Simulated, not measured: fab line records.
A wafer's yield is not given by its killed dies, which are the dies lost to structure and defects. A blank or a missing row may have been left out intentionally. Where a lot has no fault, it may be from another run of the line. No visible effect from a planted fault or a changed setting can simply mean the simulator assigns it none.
Chamber matching + flow nand harc + NHARC_A_CONTACT_ETCH_88 on rie diel-12: 4 sister chambers
The step etches the open film in CF4, target depth 39 nm, time 65 s. 27 wafers are shown with their chamber, then 12 later ones without.

## WAFERS, EACH WITH ITS CHAMBER
| wafer  | chamber | showerhead plenum p Torr (Torr) | drypump motor current A (A) | oes product au (a.u.) |
|--------|---------|---------------------------------|-----------------------------|-----------------------|
| L076.1 | 0       | 1.85                            | 5.5                         | 0.995                 |
| L076.2 | 3       | 1.71                            | 5.5                         | 1.006                 |
| L076.5 | 1       | 1.75                            | 5.8                         | 1.005                 |
| L078.1 | 2       | 1.70                            | 5.9                         | 0.976                 |
| L078.2 | 1       | 1.75                            | 5.8                         | 1.005                 |
| L078.3 | 0       | 1.84                            | 5.5                         | 0.998                 |
| L080.3 | 0       | 1.84                            | 5.5                         | 0.994                 |
| L080.4 | 2       | 1.70                            | 5.9                         | 0.990                 |
| L080.5 | 3       | 1.71                            | 5.4                         | 1.005                 |
| L082.2 | 2       | 1.70                            | 5.9                         | 0.980                 |
| L082.3 | 0       | 1.84                            | 5.5                         | 0.999                 |
| L082.4 | 1       | 1.75                            | 5.7                         | 1.000                 |
| L083.1 | 1       | 1.75                            | 5.8                         | 1.000                 |
| L083.2 | 2       | 1.70                            | 5.8                         | 1.006                 |
| L083.6 | 0       | 1.84                            | 5.5                         | 0.997                 |
| L086.2 | 3       | 1.70                            | 5.4                         | 1.003                 |
| L086.5 | 2       | 1.70                            | 5.9                         | 0.994                 |
| L086.6 | 3       | 1.70                            | 5.4                         | 1.010                 |
| L085.1 | 0       | 1.84                            | 5.5                         | 0.992                 |
| L085.4 | 1       | 1.75                            | 5.8                         | 1.005                 |
| L085.6 | 1       | 1.75                            | 5.8                         | 1.005                 |
| L091.2 | 1       | 1.75                            | 5.8                         | 1.006                 |
| L091.3 | 1       | 1.75                            | 5.8                         | 1.005                 |
| L091.5 | 1       | 1.75                            | 5.8                         | 1.001                 |
| L094.1 | 0       | 1.84                            | 5.5                         | 1.005                 |
| L094.4 | 1       | 1.75                            | 5.8                         | 0.999                 |
| L094.5 | 3       | 1.70                            | 5.4                         | 0.998                 |

SIGNATURES, as means of the wafers listed above
| reading                  | chamber 0 | chamber 1 | chamber 2 | chamber 3 | scatter within a chamber |
|--------------------------|-----------|-----------|-----------|-----------|--------------------------|
| showerhead plenum p Torr | 1.8414    | 1.7500    | 1.7000    | 1.7040    | 0.00299                  |
| drypump motor current A  | 5.500     | 5.790     | 5.880     | 5.420     | 0.033                    |
| oes product au           | 0.99714   | 1.00310   | 0.98920   | 1.00440   | 0.00596                  |
Rule: for each reading, subtract the chamber's mean from the wafer's reading, divide by that reading's scatter and square the result; add these up over the readings and take the root, which gives the wafer's distance from the chamber. If the next closest chamber is less than 2 further off than the closest, the wafer can't be placed; otherwise it belongs to the closest. The scatter is the square root of a quotient: the sum, over the shown wafers, of each reading's squared deviation from its chamber's mean, divided by wafers minus chambers.

## WAFERS WITH NO CHAMBER GIVEN
| wafer  | showerhead plenum p Torr (Torr) | drypump motor current A (A) | oes product au (a.u.) |
|--------|---------------------------------|-----------------------------|-----------------------|
| L092.1 | 1.70                            | 5.8                         | 0.994                 |
| L092.3 | 1.75                            | 5.8                         | 0.999                 |
| L092.6 | 1.70                            | 5.8                         | 0.993                 |
| L095.2 | 1.75                            | 5.8                         | 1.001                 |
| L095.3 | 1.70                            | 5.4                         | 1.003                 |
| L095.6 | 1.70                            | 5.9                         | 1.004                 |
| L096.2 | 1.70                            | 5.9                         | 1.005                 |
| L096.3 | 1.70                            | 5.4                         | 1.003                 |
| L096.4 | 1.84                            | 5.5                         | 1.000                 |
| L097.1 | 1.70                            | 5.4                         | 1.007                 |
| L097.2 | 1.70                            | 5.9                         | 1.003                 |
| L097.4 | 1.75                            | 5.8                         | 1.008                 |

## WHICH CHAMBER EACH WENT THROUGH
| wafer  | from the rows above | in truth |
|--------|---------------------|----------|
| L092.1 | 2                   | 2        |
| L092.3 | 1                   | 1        |
| L092.6 | 2                   | 2        |
| L095.2 | 1                   | 1        |
| L095.3 | 3                   | 3        |
| L095.6 | 2                   | 2        |
| L096.2 | 2                   | 2        |
| L096.3 | 3                   | 3        |
| L096.4 | 0                   | 0        |
| L097.1 | 3                   | 3        |
| L097.2 | 2                   | 2        |
| L097.4 | 1                   | 1        |
Correctly placed: 12 of 12. Can't be placed from these rows: 0. Number placed wrongly: 0.
